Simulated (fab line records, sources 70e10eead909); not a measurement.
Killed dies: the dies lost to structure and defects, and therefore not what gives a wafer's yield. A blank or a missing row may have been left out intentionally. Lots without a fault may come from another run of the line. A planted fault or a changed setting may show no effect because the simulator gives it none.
Matching of chambers / flow nand-harc / rie-diel-10 running NHARC_P_CONTACT_DESCUM_17: 4 sister chambers
The step chemistry O2, time 3 s. 8 wafers are shown with their chamber, then 7 later ones without.

== WAFERS, EACH WITH ITS CHAMBER ==
wafer=L076.4; chamber=2; drypump-motor-current-A (A)=6.1; oes-product-au (a.u.)=1.003
wafer=L078.2; chamber=1; drypump-motor-current-A (A)=4.8; oes-product-au (a.u.)=0.994
wafer=L078.4; chamber=3; drypump-motor-current-A (A)=5.6; oes-product-au (a.u.)=0.996
wafer=L079.1; chamber=2; drypump-motor-current-A (A)=6.1; oes-product-au (a.u.)=1.003
wafer=L079.3; chamber=0; drypump-motor-current-A (A)=6.4; oes-product-au (a.u.)=1.005
wafer=L079.5; chamber=1; drypump-motor-current-A (A)=4.8; oes-product-au (a.u.)=0.986
wafer=L084.1; chamber=3; drypump-motor-current-A (A)=5.6; oes-product-au (a.u.)=0.994
wafer=L084.5; chamber=0; drypump-motor-current-A (A)=6.5; oes-product-au (a.u.)=0.998

== WAFERS MISSING THEIR CHAMBER ==
wafer=L084.6; drypump-motor-current-A (A)=4.8; oes-product-au (a.u.)=0.990
wafer=L088.2; drypump-motor-current-A (A)=6.4; oes-product-au (a.u.)=1.004
wafer=L088.5; drypump-motor-current-A (A)=5.6; oes-product-au (a.u.)=1.005
wafer=L088.6; drypump-motor-current-A (A)=6.5; oes-product-au (a.u.)=1.010
wafer=L093.4; drypump-motor-current-A (A)=6.1; oes-product-au (a.u.)=0.998
wafer=L093.5; drypump-motor-current-A (A)=6.1; oes-product-au (a.u.)=0.993
wafer=L093.6; drypump-motor-current-A (A)=4.8; oes-product-au (a.u.)=0.991

== THE CHAMBER EACH PASSED THROUGH ==
wafer=L084.6; from the rows above=1; in truth=1
wafer=L088.2; from the rows above=0; in truth=0
wafer=L088.5; from the rows above=3; in truth=3
wafer=L088.6; from the rows above=0; in truth=0
wafer=L093.4; from the rows above=2; in truth=2
wafer=L093.5; from the rows above=2; in truth=2
wafer=L093.6; from the rows above=1; in truth=1
7 of 7 placed correctly. Left unplaced by these rows: 0. Wrongly placed: 0.
How it was worked out, from the rows above alone: a wafer's distance from a chamber is the root of the sum, over the readings, of the square of ((its reading less the chamber's mean) divided by the reading's scatter). The wafer belongs to the nearest chamber; if the next one is less than 2 further off, it can't be placed. Each chamber's mean is taken over the wafers shown for it. The scatter: the root of (the sum of the squares of (reading less its chamber's mean) over the shown wafers, divided by (wafers less chambers)).
